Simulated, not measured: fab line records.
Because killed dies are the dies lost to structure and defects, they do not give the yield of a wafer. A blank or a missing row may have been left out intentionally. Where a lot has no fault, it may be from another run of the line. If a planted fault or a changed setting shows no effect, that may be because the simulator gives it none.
Which tool was responsible? :: flow nand harc :: 7 lots with 21 wafers sampled at 5 steps, on a route of 1302 steps

== WHAT EACH GAUGE READ, for each wafer ==
NHARC_END_SORT_01.
lot: L792
measured: day 24 19:37
on: prober-02
killed at other: 0 0 0

lot: L796
measured: day 26 19:26
on: prober-01
killed at other: 1 3 4

lot: L795
measured: day 27 23:04
on: prober-01
killed at other: 3 2 3

lot: L797
measured: day 27 22:22
on: prober-02
killed at other: 5 0 1

lot: L801
measured: day 29 17:35
on: prober-01
killed at other: 1 1 1

lot: L805
measured: day 30 09:40
on: prober-02
killed at other: 44 63 56

lot: L812
measured: day 33 16:53
on: prober-01
killed at other: 1 1 0

== TOOL THAT RAN EACH LOT (tool first, then ch and the chambers of the sampled wafers, then the start) ==
lot: L792
NHARC_A_BONDPAD_PVD_27: pvd sputter-02, day 24 08:33 or earlier
NHARC_THIN_TSV_PRE_CLEAN_50: pvd sputter-02, day 24 08:33
NHARC_THIN_TSV_PVD_19: pvd sputter-02, day 24 09:38 or earlier
NHARC_THIN_TSV_ANNEAL_52: rtp anneal-02 ch 0, day 24 09:38

lot: L796
NHARC_A_BONDPAD_PVD_27: pvd sputter-03, day 26 06:32 or earlier
NHARC_THIN_TSV_PRE_CLEAN_50: pvd sputter-03, day 26 06:32
NHARC_THIN_TSV_PVD_19: pvd sputter-03, day 26 07:37 or earlier
NHARC_THIN_TSV_ANNEAL_52: rtp anneal-02 ch 0, day 26 07:37

lot: L795
NHARC_A_BONDPAD_PVD_27: pvd sputter-03, day 27 02:27 or earlier
NHARC_THIN_TSV_PRE_CLEAN_50: pvd sputter-02, day 27 02:27
NHARC_THIN_TSV_PVD_19: pvd sputter-02, day 27 03:38 or earlier
NHARC_THIN_TSV_ANNEAL_52: rtp anneal-02 ch 0, day 27 03:38

lot: L797
NHARC_A_BONDPAD_PVD_27: pvd sputter-03, day 27 05:08 or earlier
NHARC_THIN_TSV_PRE_CLEAN_50: pvd sputter-01, day 27 05:08
NHARC_THIN_TSV_PVD_19: pvd sputter-01, day 27 06:16 or earlier
NHARC_THIN_TSV_ANNEAL_52: rtp anneal-02 ch 0, day 27 06:16

lot: L801
NHARC_A_BONDPAD_PVD_27: pvd sputter-03, day 29 04:20 or earlier
NHARC_THIN_TSV_PRE_CLEAN_50: pvd sputter-01, day 29 04:20
NHARC_THIN_TSV_PVD_19: pvd sputter-01, day 29 05:49 or earlier
NHARC_THIN_TSV_ANNEAL_52: rtp anneal-01 ch 0, day 29 05:49

lot: L805
NHARC_A_BONDPAD_PVD_27: pvd sputter-02, day 29 18:04 or earlier
NHARC_THIN_TSV_PRE_CLEAN_50: pvd sputter-03, day 29 18:04
NHARC_THIN_TSV_PVD_19: pvd sputter-03, day 29 19:16 or earlier
NHARC_THIN_TSV_ANNEAL_52: rtp anneal-01 ch 0, day 29 19:16

lot: L812
NHARC_A_BONDPAD_PVD_27: pvd sputter-01, day 33 04:12 or earlier
NHARC_THIN_TSV_PRE_CLEAN_50: pvd sputter-02, day 33 04:12
NHARC_THIN_TSV_PVD_19: pvd sputter-02, day 33 05:17 or earlier
NHARC_THIN_TSV_ANNEAL_52: rtp anneal-02 ch 0, day 33 05:17
- NHARC_A_BONDPAD_PVD_27: deposits Cu, target thk 30 nm, time 20.49 s.
- NHARC_THIN_TSV_PRE_CLEAN_50: time 30 s.
- NHARC_THIN_TSV_PVD_19: deposits TaN, target thk 20 nm.
- NHARC_THIN_TSV_ANNEAL_52: time 90 s.

== THE ANSWER, worked out from the rows above alone ==
Rule: the usual values come from the lots themselves. The widest of any qualifying gaps counts: lots, ordered by their means at a reading, are off when they make up no more than a third of the lots, leave a main group of 4 or more, and stand apart from it by 3 or more times the standard deviation of that group's means. If all means in a main group match to the digits the tables above print for the reading, that group is not used. A lot without any number at a reading at which 4 lots or more have one is off too. The other lots that the step has rows for count as sound.
Off, at NHARC_END_SORT_01 on killed at other: L805. Mean 1.5 and standard deviation 1 in the main group.
If a tool, at a process step before that reading, ran all the lots that are off and no sound lot after the first of them, it fits. The gauges at NHARC_END_SORT_01 are tried like those tools. With no start given for some of its lots, NHARC_A_BONDPAD_PVD_27 uses the hours and lot order of NHARC_THIN_TSV_PRE_CLEAN_50. With no start given for some of its lots, NHARC_THIN_TSV_PVD_19 uses the hours and lot order of NHARC_THIN_TSV_ANNEAL_52. Can't be told from this: 4 tools fit, pvd sputter-02 at NHARC_A_BONDPAD_PVD_27, pvd sputter-03 at NHARC_THIN_TSV_PRE_CLEAN_50 and NHARC_THIN_TSV_PVD_19, rtp anneal-01 at NHARC_THIN_TSV_ANNEAL_52, prober-02 at NHARC_END_SORT_01.

== WHAT THE SIMULATOR HAD PUT IN ==
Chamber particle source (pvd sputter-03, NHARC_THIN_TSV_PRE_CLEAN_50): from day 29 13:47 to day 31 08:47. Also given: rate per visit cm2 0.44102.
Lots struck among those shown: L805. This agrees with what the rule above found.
